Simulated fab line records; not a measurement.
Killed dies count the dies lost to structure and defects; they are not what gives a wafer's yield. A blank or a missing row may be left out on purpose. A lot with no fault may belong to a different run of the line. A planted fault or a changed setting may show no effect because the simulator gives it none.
Matching of chambers    flow n5Finfet    N5_BEOL_M8_ETCH_61 on rieDiel-06: 4 sister chambers
The step etches SiARC in CF4, target depth 45.5 nm, time 75.8 s. 18 wafers are shown with their chamber, then 9 later ones without.

WAFERS, EACH WITH ITS CHAMBER
wafer   chamber  showerheadPlenumPTorr (Torr)  drypumpMotorCurrentA (A)  throttleValvePct (%)
L074.3  3        2.10                          6.3                       15.41
L074.4  0        2.26                          5.6                       15.56
L074.6  2        2.12                          5.9                       15.85
L075.2  2        2.12                          5.9                       15.83
L075.4  3        2.10                          6.3                       15.41
L075.5  2        2.12                          5.9                       15.82
L076.1  3        2.10                          6.3                       15.40
L076.4  1        2.27                          6.4                       15.64
L076.6  3        2.10                          6.3                       15.41
L087.3  3        2.09                          6.3                       15.45
L087.4  1        2.27                          6.3                       15.67
L087.6  1        2.27                          6.3                       15.68
L083.2  0        2.25                          5.7                       15.61
L083.5  1        2.27                          6.4                       15.66
L083.6  2        2.11                          5.9                       15.88
L086.4  2        2.11                          5.9                       15.89
L086.5  1        2.27                          6.3                       15.67
L086.6  2        2.11                          5.9                       15.88

SIGNATURES (averages over the wafers above)
reading                chamber 0  chamber 1  chamber 2  chamber 3  scatter within a chamber
showerheadPlenumPTorr  2.2550     2.2700     2.1150     2.0980     0.00447
drypumpMotorCurrentA   5.650      6.340      5.900      6.300      0.0348
throttleValvePct       15.5850    15.6640    15.8583    15.4160    0.0239
Rule: for a wafer and a chamber, the distance is found by dividing, reading by reading, the gap between the wafer's reading and the chamber's mean by the reading's scatter, squaring, summing and taking the root. The wafer belongs to the nearest chamber; if the next one is less than 2 further off, it can't be placed. The scatter: take each reading less its chamber's mean, square it, sum over the shown wafers, divide by the number of wafers less the number of chambers, and take the root.

WAFERS WHOSE CHAMBER IS MISSING
wafer   showerheadPlenumPTorr (Torr)  drypumpMotorCurrentA (A)  throttleValvePct (%)
L089.1  2.24                          5.6                       15.64
L089.4  2.24                          5.6                       15.66
L089.6  2.08                          6.3                       15.46
L093.1  2.26                          6.3                       15.70
L093.2  2.08                          6.3                       15.49
L093.4  2.08                          6.3                       15.49
L097.1  2.26                          6.3                       15.71
L097.2  2.11                          5.9                       15.43
L097.5  2.11                          5.9                       15.41

WHICH CHAMBER EACH ONE RAN IN
wafer    from the rows above   in truth
L089.1   0                     0
L089.4   0                     0
L089.6   3                     3
L093.1   1                     1
L093.2   3                     3
L093.4   3                     3
L097.1   1                     1
L097.2   3                     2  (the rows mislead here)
L097.5   3                     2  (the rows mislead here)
Placed correctly: 7 of 9. Not placeable from these rows: 0. Wrongly placed: 2.
